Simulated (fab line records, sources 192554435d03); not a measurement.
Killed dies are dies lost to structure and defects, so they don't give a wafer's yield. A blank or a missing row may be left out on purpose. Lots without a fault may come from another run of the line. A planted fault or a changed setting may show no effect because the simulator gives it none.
Which tool did it? | flow n5_finfet | 10 lots, 28 wafers sampled, at 5 steps of a route of 1938

WHAT THE GAUGES READ, wafer by wafer
N5_BEOL_M4_RC_MEAS_101. Usual: DIBL_N 35.3 mV/V, standard deviation 1.5; DIBL_P 35.3 mV/V, standard deviation 1.9; IOFF_N 0.145 nA/um, standard deviation 0.027; IOFF_P 0.20 nA/um, standard deviation 0.033; ION_N 670 uA/um, standard deviation 12; ION_P 462 uA/um, standard deviation 6.8; SS_N 71.3 mV/dec, standard deviation 0.6; SS_P 73.1 mV/dec, standard deviation 0.7; VT_N 251 mV, standard deviation 3.4; VT_P -251 mV, standard deviation 3.2.
lot  | measured     | on        | DIBL_N (mV/V)  | DIBL_P (mV/V)  | IOFF_N (nA/um)    | IOFF_P (nA/um) | ION_N (uA/um) | ION_P (uA/um) | SS_N (mV/dec)  | SS_P (mV/dec)  | VT_N (mV)   | VT_P (mV)      | flag
L639 | day 9 01:55  | prober-01 | 35.0 36.3 36.2 | 35.7 38.0 37.4 | 0.138 0.166 0.154 | 0.18 0.21 0.20 | 659 680 666   | 450 460 455   | 71.0 71.8 71.5 | 73.1 74.1 73.9 | 254 249 251 | -253 -251 -251 |
L640 | day 9 00:02  | prober-02 | 33.6 36.0 35.5 | 35.7 38.2 37.7 | 0.140 0.180 0.182 | 0.19 0.24 0.22 | 675 683 686   | 461 466 462   | 70.7 71.5 71.5 | 74.2 73.6 74.4 | 247 245 246 | -252 -249 -248 |
L644 | day 10 16:01 | prober-02 | 39.0 35.8 36.0 | 40.1 36.8 36.7 | 0.230 0.172 0.174 | 0.33 0.25 0.25 | 693 676 679   | 476 474 471   | 72.4 72.2 71.8 | 75.6 73.9 73.8 | 247 245 252 | -242 -241 -246 |
L648 | day 11 01:15 | prober-02 | 33.6           | 33.8           | 0.130             | 0.20           | 674           | 474           | 70.3           | 72.5           | 249         | -250           |
L653 | day 12 12:25 | prober-02 | 35.0 36.7 34.3 | 34.5 36.2 33.6 | 0.126 0.153 0.119 | 0.17 0.20 0.17 | 671 669 670   | 461 456 464   | 71.3 71.5 71.0 | 73.3 73.5 72.6 | 254 251 254 | -251 -252 -255 |
L655 | day 13 03:14 | prober-01 | 35.8 34.0 37.7 | 35.4 33.6 37.9 | 0.139 0.103 0.166 | 0.19 0.17 0.23 | 667 641 659   | 461 449 453   | 71.4 71.2 71.9 | 72.9 73.1 73.5 | 256 257 251 | -252 -254 -252 |
L656 | day 13 08:16 | prober-02 | 35.1 38.0 33.5 | 35.6 38.5 33.5 | 0.145 0.202 0.112 | 0.20 0.26 0.16 | 682 690 657   | 466 471 452   | 72.3 73.0 71.0 | 73.7 74.0 73.2 | 252 246 257 | -250 -247 -255 |
L657 | day 13 14:29 | prober-01 | 35.4 35.7 33.4 | 36.6 36.8 34.4 | 0.162 0.163 0.128 | 0.20 0.20 0.16 | 679 680 675   | 462 464 462   | 71.3 70.8 69.8 | 73.0 73.5 72.7 | 248 248 250 | -253 -254 -256 |
L660 | day 13 19:15 | prober-02 | 36.9 35.1 37.1 | 37.1 34.1 36.7 | 0.151 0.120 0.148 | 0.21 0.18 0.22 | 667 663 658   | 460 465 456   | 71.1 71.8 71.5 | 73.5 72.4 73.8 | 248 254 250 | -249 -250 -248 |
L661 | day 13 23:03 | prober-01 | 36.4 35.1 34.8 | 36.2 34.7 33.9 | 0.156 0.147 0.126 | 0.21 0.19 0.17 | 663 675 657   | 459 458 457   | 71.5 70.4 70.7 | 73.0 72.8 72.9 | 250 249 252 | -249 -250 -255 |

WHICH TOOL RAN EACH LOT (tool, then ch and the chambers of the sampled wafers, then the start)
lot  | N5_HKMG_FIN_ETCHBACK_68           | N5_HKMG_FIN_STRIP_69                 | N5_HKMG_FIN_CMP_94            | N5_GATE_CUT_ETCH_56
L639 | rie_metal-03 ch 0,1, day 4 13:11  | plasma_asher-01 ch 0,1, day 4 13:20  | cmp-02 ch 0,1,3, day 4 14:49  | rie_metal-03 ch 0,1, day 4 15:12
L640 | rie_metal-03 ch 1, day 4 18:55    | plasma_asher-02 ch 1, day 4 19:03    | cmp-03 ch 0,3, day 4 20:34    | rie_metal-03 ch 0, day 4 20:55
L644 | rie_metal-02 ch 0,1, day 5 20:03  | plasma_asher-01 ch 0,1, day 5 20:11  | cmp-02 ch 0,1,3, day 5 21:35  | rie_metal-03 ch 0,1, day 5 21:58
L648 | rie_metal-03 ch 1, day 6 20:25    | plasma_asher-01 ch 1, day 6 20:34    | cmp-02 ch 3, day 6 22:03      | rie_metal-03 ch 1, day 6 22:20
L653 | rie_metal-02 ch 1, day 7 22:02    | plasma_asher-01 ch 1, day 7 22:11    | cmp-02 ch 2,3, day 7 23:35    | rie_metal-02 ch 1, day 7 23:58
L655 | rie_metal-02 ch 0,1, day 8 14:07  | plasma_asher-02 ch 0, day 8 14:16    | cmp-03 ch 0,3, day 8 15:40    | rie_metal-02 ch 0,1, day 8 16:02
L656 | rie_metal-01 ch 1, day 9 00:46    | plasma_asher-02 ch 0,1, day 9 00:55  | cmp-02 ch 0,1,3, day 9 02:20  | rie_metal-03 ch 1, day 9 02:41
L657 | rie_metal-02 ch 0,1, day 9 07:37  | plasma_asher-02 ch 0,1, day 9 07:50  | cmp-03 ch 0,3, day 9 09:08    | rie_metal-02 ch 0,1, day 9 09:31
L660 | rie_metal-03 ch 0,1, day 9 20:46  | plasma_asher-02 ch 1, day 9 20:57    | cmp-02 ch 0,3, day 9 22:20    | rie_metal-01 ch 1, day 9 22:44
L661 | rie_metal-03 ch 0,1, day 10 01:55 | plasma_asher-01 ch 0,1, day 10 02:03 | cmp-03 ch 0,1,3, day 10 03:27 | rie_metal-03 ch 0,1, day 10 03:50
- N5_HKMG_FIN_ETCHBACK_68: etches the open film in Cl2/Ar, stops on HfO2, target depth 0.5 nm.
- N5_HKMG_FIN_STRIP_69: strips in N2/H2, time 360 s.
- N5_HKMG_FIN_CMP_94: polishes, stops on SiNx, t overpolish 4.7 s, target thk 43.299 nm.
- N5_GATE_CUT_ETCH_56: etches TiN in Cl2/Ar, target depth 21.6 nm.

WHAT THE TOOLS THEMSELVES READ (means of the sampled wafers that have a number; where no wafer has one, the mark that the record gives instead)
N5_HKMG_FIN_ETCHBACK_68. Usual: drypump_motor_current_A 6.0 A, standard deviation 0.55; oes_product_au 0.74 a.u., standard deviation 0.088; throttle_valve_pct 20.78 %, standard deviation 0.26.
lot  | tool         | drypump_motor_current_A (A) | oes_product_au (a.u.) | throttle_valve_pct (%) | flag
L639 | rie_metal-03 | 6.1                         | 0.72                  | 20.71                  |
L640 | rie_metal-03 | 6.1                         | 0.79                  | 20.77                  |
L644 | rie_metal-02 | 6.1                         | 0.79                  | 20.73                  |
L648 | rie_metal-03 | 6.1                         | 0.78                  | 20.80                  |
L653 | rie_metal-02 | 6.7                         | 0.83                  | 20.69                  |
L655 | rie_metal-02 | 6.1                         | 0.76                  | 20.75                  |
L656 | rie_metal-01 | 6.4                         | 0.62                  | 21.48                  |
L657 | rie_metal-02 | 6.2                         | 0.77                  | 20.74                  |
L660 | rie_metal-03 | 6.2                         | 0.70                  | 20.75                  |
L661 | rie_metal-03 | 6.1                         | 0.73                  | 20.78                  |

N5_HKMG_FIN_STRIP_69. Usual: drypump_motor_current_A 5.8 A, standard deviation 0.55; heater_power_w 491 W, standard deviation 30.
lot  | tool            | drypump_motor_current_A (A) | heater_power_w (W) | flag
L639 | plasma_asher-01 | 5.9                         | 520                |
L640 | plasma_asher-02 | 5.2                         | 471                |
L644 | plasma_asher-01 | 5.9                         | 512                |
L648 | plasma_asher-01 | 5.3                         | 515                |
L653 | plasma_asher-01 | 5.3                         | 518                |
L655 | plasma_asher-02 | 6.5                         | 446                |
L656 | plasma_asher-02 | 5.6                         | 468                |
L657 | plasma_asher-02 | 6.1                         | 456                |
L660 | plasma_asher-02 | 5.2                         | 469                |
L661 | plasma_asher-01 | 5.6                         | 516                |

N5_HKMG_FIN_CMP_94. Usual: head_pressure_psi 3.999 psi, standard deviation 0.0086; motor_current_A 12.4 A, standard deviation 1.2; slurry_flow_ml_min 150.0, standard deviation 0.49.
lot  | tool   | head_pressure_psi (psi) | motor_current_A (A) | slurry_flow_ml_min | flag
L639 | cmp-02 | 3.987                   | 11.4                | 150.2              |
L640 | cmp-03 | 4.005                   | 13.3                | 149.7              |
L644 | cmp-02 | 3.999                   | 11.8                | 150.2              |
L648 | cmp-02 | 3.991                   | 11.5                | 149.7              |
L653 | cmp-02 | 3.998                   | 12.4                | 150.5              |
L655 | cmp-03 | 4.009                   | 12.1                | 150.5              |
L656 | cmp-02 | 3.997                   | 12.0                | 149.6              |
L657 | cmp-03 | 3.996                   | 13.1                | 150.0              |
L660 | cmp-02 | 3.996                   | 11.1                | 150.1              |
L661 | cmp-03 | 3.999                   | 12.9                | 150.0              |

N5_GATE_CUT_ETCH_56. Usual: drypump_motor_current_A 6.0 A, standard deviation 0.49; mfc_cl2_sccm 39.99 sccm, standard deviation 0.13; oes_product_au 0.75 a.u., standard deviation 0.099; throttle_valve_pct 20.8 %, standard deviation 0.36.
lot  | tool         | drypump_motor_current_A (A) | mfc_cl2_sccm (sccm) | oes_product_au (a.u.) | throttle_valve_pct (%) | flag
L639 | rie_metal-03 | 6.1                         | 40.04               | 0.77                  | 20.8                   |
L640 | rie_metal-03 | 6.1                         | 39.85               | 0.70                  | 20.7                   |
L644 | rie_metal-03 | 6.1                         | 41.07               | 0.77                  | 20.9                   | OFF
L648 | rie_metal-03 | 6.1                         | 40.02               | 0.79                  | 20.8                   |
L653 | rie_metal-02 | 6.6                         | 39.95               | 0.84                  | 20.7                   |
L655 | rie_metal-02 | 6.1                         | 40.05               | 0.78                  | 20.8                   |
L656 | rie_metal-03 | 6.1                         | 40.06               | 0.79                  | 20.8                   |
L657 | rie_metal-02 | 6.1                         | 40.20               | 0.78                  | 20.8                   |
L660 | rie_metal-01 | 6.3                         | 40.07               | 0.61                  | 21.5                   |
L661 | rie_metal-03 | 6.2                         | 40.03               | 0.71                  | 20.7                   |

THE ANSWER, worked out from the rows above alone
Rule: a lot is off if the mean of its wafers that have a number lies more than 3 standard deviations from the usual mean. A lot without any number at a reading at which 4 lots or more have one is off too. The other lots that the step has rows for count as sound. The gauges are gone through in route order, then the tools' own readings, and for those a lot's mean is taken as printed above. The first step at which some lot is off is used, and at that step the reading that is off furthest; a lot without a number counts as furthest.
Off: L644, at N5_GATE_CUT_ETCH_56 (mfc_cl2_sccm).
A tool fits if, at that step or a process step before it, it ran every lot that is off, and no sound lot after the first of them. None of those tried fits.

WHAT THE SIMULATOR HAD PUT IN
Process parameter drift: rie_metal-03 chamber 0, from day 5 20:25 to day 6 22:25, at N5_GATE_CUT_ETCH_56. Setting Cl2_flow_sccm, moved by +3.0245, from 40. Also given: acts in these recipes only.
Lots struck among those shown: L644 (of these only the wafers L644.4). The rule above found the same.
